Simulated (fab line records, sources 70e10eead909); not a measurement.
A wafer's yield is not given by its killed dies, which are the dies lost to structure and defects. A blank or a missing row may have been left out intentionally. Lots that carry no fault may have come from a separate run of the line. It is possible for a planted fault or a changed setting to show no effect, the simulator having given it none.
What tool caused it? | flow nandHarc | 13 lots (39 wafers sampled), 1 step of a 1302-step route

## WHAT THE GAUGES READ, wafer by wafer
NHARC_A_M1_INSPECT_27. Usual: rawDefectCount at 527, with a standard deviation of 110.
lot  | measured     | on               | rawDefectCount | flag
L914 | day 23 04:07 | defectInspect-01 | 476 553 381    | 
L916 | day 23 15:22 | defectInspect-01 | 378 484 490    | 
L915 | day 23 19:27 | defectInspect-01 | 538 635 560    | 
L917 | day 24 07:04 | defectInspect-01 | 445 341 425    | 
L919 | day 24 12:16 | defectInspect-02 | 736 656 583    | 
L918 | day 24 13:38 | defectInspect-02 | 528 522 730    | 
L927 | day 28 14:23 | defectInspect-01 | 566 511 751    | 
L928 | day 28 23:40 | defectInspect-02 | 327 523 347    | 
L930 | day 29 21:23 | defectInspect-02 | 707 567 528    | 
L932 | day 30 19:47 | defectInspect-02 | 476 511 411    | 
L935 | day 31 19:23 | defectInspect-02 | 440 476 493    | 
L936 | day 32 10:44 | defectInspect-01 | 543 434 542    | 
L937 | day 33 10:18 | defectInspect-01 | 518 453 553    | 

## TOOL THAT RAN EACH LOT (tool first, then ch and the chambers of the sampled wafers, then the start)
The record shows no process step preceding these readings.

## WHAT THE TOOLS THEMSELVES READ (means of the sampled wafers that have a number; where no wafer has one, the mark that the record gives instead)
The record holds no such reading with a usual standard deviation.

## THE ANSWER, worked out from the rows above alone
Rule: lot off if the mean of its wafers having a number is beyond 3 standard deviations from the usual mean. A lot without any number at a reading at which 4 lots or more have one is off too. The other lots that the step has rows for count as sound. The gauges are gone through in route order, then the tools' own readings, and for those a lot's mean is taken as printed above. The first step at which some lot is off is used, and at that step the reading that is off furthest; a lot without a number counts as furthest.
Nothing can be told from this: no lot is off at any reading shown.

## WHAT THE SIMULATOR PUT IN
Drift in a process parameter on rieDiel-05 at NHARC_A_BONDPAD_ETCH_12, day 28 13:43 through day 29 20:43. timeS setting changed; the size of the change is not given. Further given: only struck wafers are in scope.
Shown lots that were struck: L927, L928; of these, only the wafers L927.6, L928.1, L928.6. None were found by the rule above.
